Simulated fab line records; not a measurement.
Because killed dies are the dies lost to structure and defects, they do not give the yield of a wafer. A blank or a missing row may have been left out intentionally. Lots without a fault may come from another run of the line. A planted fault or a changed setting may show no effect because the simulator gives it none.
A struck lot beside a sound one || flow nandHarc || 41 steps out of a route of 1302
Sound: wafers L816.1, L816.5, L816.6. Struck: wafers L807.1, L807.2, L807.3. The cause is named last.
For every step that has rows: the tool of each side, followed by ch and its chambers, followed by its first start. Under that, the readings that differ: sound wafers || struck wafers || difference of the means || sigmas: that difference in standard deviations of wafers without a fault.
alike: same words and numbers on both sides, and readings whose means sit less than 2 such deviations apart. not compared: any withheld reading, any reading some wafer has no value for, any bound like >300 that may hide the same value, and any number with overlapping values for which the record gives no deviation.
A row with sigmas, a row that says differs or no value, or rows on one side alone: a step with any of these is where the two part. Numbers that have no deviation but don't overlap get no sigmas and don't part them. A reading that every wafer of one side lacks parts them only if that side has two wafers or more.

first, 2 steps without rows for these wafers: NHARC_A_CHANNEL_HOLE_D1_STRIP_42 (strips in CF4/CHF3); NHARC_A_CHANNEL_HOLE_D1_STRIP_43 (strips in O2/COS).
NHARC_A_CHANNEL_HOLE_D1_ETCH_44: etches the open film in CF4/O2, target depth 140 nm, overetch 14 nm, time 77 s.
  sound on rieDiel-07 ch 1,3, day 13 22:27; struck on rieDiel-07 ch 1,2,3, day 10 17:55
{"reading": "oesProductAu (a.u.)", "sound": "1.012 1.020 1.013", "struck": "0.997 0.975 1.002", "difference": -0.024, "sigmas": -2}
  alike: drypumpMotorCurrentA, rfVppV, showerheadPlenumPTorr, throttleValvePct
  not compared: rfHoursCounterH
then, 3 steps without rows for these wafers: NHARC_A_CHANNEL_HOLE_D1_STRIP_27 (strips in O2); NHARC_A_CHANNEL_HOLE_D1_PRECLEAN_28 (cleans in SC1); NHARC_A_CHANNEL_HOLE_D1_SRD_29.
NHARC_A_CHANNEL_HOLE_D1_CD_MEAS_30:
  sound on cdSem-03, day 13 23:21; struck on cdSem-03, day 10 18:43
  alike: cdNm
following that, these wafers have no rows for 1 step: NHARC_A_CHANNEL_HOLE_D1_XSEM_31.
NHARC_A_CHANNEL_HOLE_D1_INSPECT_40:
  sound on defectInspect-01, day 13 23:32; struck on defectInspect-02, day 10 18:54
  alike: rawDefectCount
then, 3 steps without rows for these wafers: NHARC_A_CHANNEL_FILL_D1_PRECLEAN_00 (cleans in SC1); NHARC_A_CHANNEL_FILL_D1_SRD_01; NHARC_A_CHANNEL_FILL_D1_ALD_02 (deposits SiO2, target thk 6 nm, pulse time 10 s, ald cycles 60).
NHARC_A_CHANNEL_FILL_D1_ALD_03: deposits SiNx, target thk 6 nm, pulse time 60 s, ald cycles 58.
  sound on aldSinBatch-03 ch 0, day 14 03:11; struck on aldSinBatch-01 ch 0, day 10 22:58
{"reading": "susceptorTempC (C)", "sound": "629.30 629.63 629.55", "struck": "- - -", "difference": "no value on the struck wafers", "sigmas": ""}
  alike: precursorPulseHeightRel
NHARC_A_CHANNEL_FILL_D1_ALD_14: deposits SiO2, target thk 2.5 nm, pulse time 10 s, ald cycles 25.
  sound on aldHk-02 ch 0,1,2, day 14 06:51; struck on aldHk-03 ch 1,2,3, day 11 02:29
  alike: heaterPowerW, precursorPulseHeightRel, susceptorTempC
NHARC_A_CHANNEL_FILL_D1_ALD_15: deposits SiNx, target thk 2 nm, pulse time 60 s, ald cycles 19.
  sound: aldSinBatch-02 ch 0; struck: aldSinBatch-01 ch 0
{"reading": "susceptorTempC (C)", "sound": "629.37 630.17 629.81", "struck": "- - -", "difference": "no value on the struck wafers", "sigmas": ""}
  alike: precursorPulseHeightRel
then, 3 steps without rows for these wafers: NHARC_A_CHANNEL_FILL_D1_ALD_16 (deposits SiO2, target thk 1.5 nm, pulse time 10 s, ald cycles 15); NHARC_A_CHANNEL_FILL_D1_ANNEAL_17 (time 1800 s); NHARC_A_CHANNEL_FILL_D1_CVD_18 (deposits poly-Si, target thk 3 nm).
NHARC_A_CHANNEL_FILL_D1_ETCHBACK_19: etches the open film in HBr/Cl2, target depth 5 nm, time 1.7 s.
  sound on rieSi-06 ch 0,1,3, day 14 21:16; struck on rieSi-06 ch 0,2,3, day 11 20:24
  alike: drypumpMotorCurrentA, hbrFlowSccm, oesProductAu, throttleValvePct
  not compared: rfHoursCounterH
then, 6 steps without rows for these wafers: NHARC_A_CHANNEL_FILL_D1_ETCHBACK_20 (etches the open film in C4F8/O2/Ar, target depth 27 nm, time 13.5 s); NHARC_A_CHANNEL_FILL_D1_STRIP_28 (strips in O2, time 20 s); NHARC_A_CHANNEL_FILL_D1_PRECLEAN_21 (cleans in dHF, time 30 s); NHARC_A_CHANNEL_FILL_D1_SRD_23; NHARC_A_CHANNEL_FILL_D1_CVD_05 (deposits poly-Si, target thk 5 nm); NHARC_A_CHANNEL_FILL_D1_ANNEAL_22 (time 7200 s).
NHARC_A_CHANNEL_FILL_D1_THK_MEAS_06: measures by ellipsometry.
  sound on filmMetro-02, day 15 09:07; struck on filmMetro-02, day 12 08:29
  alike: thkNm
NHARC_A_CHANNEL_FILL_D1_ALD_25: deposits SiOx, target thk 60 nm, pulse time 10 s, ald cycles 600.
  sound on aldHk-02 ch 0,2,3, day 15 10:25; struck on aldHk-03 ch 1,2,3, day 12 08:32
  alike: heaterPowerW, precursorPulseHeightRel, susceptorTempC
then, 12 steps without rows for these wafers: NHARC_A_CHANNEL_FILL_D1_ETCHBACK_08 (etches the open film in C4F8, target depth 220 nm, time 110 s); NHARC_A_CHANNEL_FILL_D1_STRIP_29 (strips in O2, time 20 s); NHARC_A_CHANNEL_FILL_D1_PRECLEAN_30 (cleans in dHF, time 30 s); NHARC_A_CHANNEL_FILL_D1_SRD_31; NHARC_A_CHANNEL_FILL_D1_CVD_09 (deposits poly-Si, target thk 150 nm, time 3000 s); NHARC_A_CHANNEL_FILL_D1_CMP_10 (polishes, target thk 150 nm); NHARC_A_CHANNEL_FILL_D1_SRD_12; NHARC_A_DECK1_JOINT_ETCHBACK_07 (etches the open film in HBr, target depth 105 nm, time 26.9 s); NHARC_A_DECK1_JOINT_ETCH_25 (etches SiO2 in dHF, target depth 0.5 nm); NHARC_A_DECK1_JOINT_ETCH_19 (etches poly-Si in TMAH, target depth 3 nm); NHARC_A_DECK1_JOINT_ETCH_18 (etches SiO2 in dHF, target depth 3 nm); NHARC_A_DECK1_JOINT_WET_08 (chemistry H3PO4, time 86 s).
-- a jump in the record: the struck wafers' starts before and after are 3 days apart (it breaks off in module A_DECK1_JOINT and resumes in module A_CHANNEL_HOLE_D2, where the first step shown is number 585 of the route) --
NHARC_A_CHANNEL_HOLE_D2_DESCUM_15: chemistry O2, time 3 s.
  sound on rieDiel-08 ch 1,2,3, day 18 06:41; struck on rieDiel-08 ch 0,2,3, day 15 14:29
{"reading": "hold", "sound": "- - -", "struck": "awaitDispo/11.3h/release awaitDispo/11.3h/release awaitDispo/11.3h/release", "difference": "no value on the sound wafers", "sigmas": ""}
  alike: drypumpMotorCurrentA, oesProductAu, rfVppV, showerheadPlenumPTorr, throttleValvePct
  not compared: rfHoursCounterH
-- break in the record here, with 12 days between the starts of the struck wafers on either side (left off in module A_CHANNEL_HOLE_D2, picked up again in module END, where the first step shown is number 1302 on the route) --
NHARC_END_SORT_01:
  only the struck wafers appear in the record here, on prober-01 ch 0 at day 27 04:14; the sound ones have no rows

## WHERE THEY PART
Earliest at NHARC_A_CHANNEL_HOLE_D1_ETCH_44; latest, in this record, at NHARC_END_SORT_01.

WHY: whatever the simulator had introduced
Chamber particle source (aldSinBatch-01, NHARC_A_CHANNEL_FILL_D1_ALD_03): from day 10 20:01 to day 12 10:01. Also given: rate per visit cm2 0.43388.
